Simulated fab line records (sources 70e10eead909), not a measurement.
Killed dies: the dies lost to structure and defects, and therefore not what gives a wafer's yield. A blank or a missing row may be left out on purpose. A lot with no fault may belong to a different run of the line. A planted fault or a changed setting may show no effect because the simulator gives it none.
Matching of chambers -- flow nand harc -- NHARC_A_M0_STRIP_18 on rie diel-06 has 4 sister chambers
The step strips in N2/H2. 8 wafers are shown with their chamber, then 7 later ones without.

## EACH WAFER AND ITS CHAMBER
wafer,chamber,drypump motor current A (A),showerhead plenum p Torr (Torr)
L783.6,1,6.4,1.92
L787.2,3,5.5,1.89
L787.5,0,5.5,1.91
L792.1,2,5.0,2.08
L792.3,3,5.5,1.89
L792.5,1,6.4,1.92
L793.1,2,5.0,2.07
L793.4,0,5.4,1.91

## WAFERS WITHOUT THEIR CHAMBER
wafer,drypump motor current A (A),showerhead plenum p Torr (Torr)
L793.6,5.0,2.08
L795.3,5.0,2.07
L795.4,6.4,1.92
L795.6,5.0,2.08
L797.2,5.5,1.91
L797.3,6.4,1.92
L797.6,5.0,2.07

## EACH ONE'S CHAMBER
wafer,from the rows above,in truth
L793.6,2,2
L795.3,2,2
L795.4,1,1
L795.6,2,2
L797.2,0,0
L797.3,1,1
L797.6,2,2
Correctly placed: 7 of 7. Number that these rows cannot place: 0. Wrongly placed: 0.
How it was worked out, from the rows above alone: a wafer's distance from a chamber is the root of the sum, over the readings, of the square of ((its reading less the chamber's mean) divided by the reading's scatter). If the next closest chamber is less than 2 further off than the closest, the wafer can't be placed; otherwise it belongs to the closest. The mean given for a chamber averages the wafers shown for that chamber. How the scatter is found: for the shown wafers, subtract from each reading the mean of its chamber, square and add these, divide the total by (wafers less chambers), then take the root.
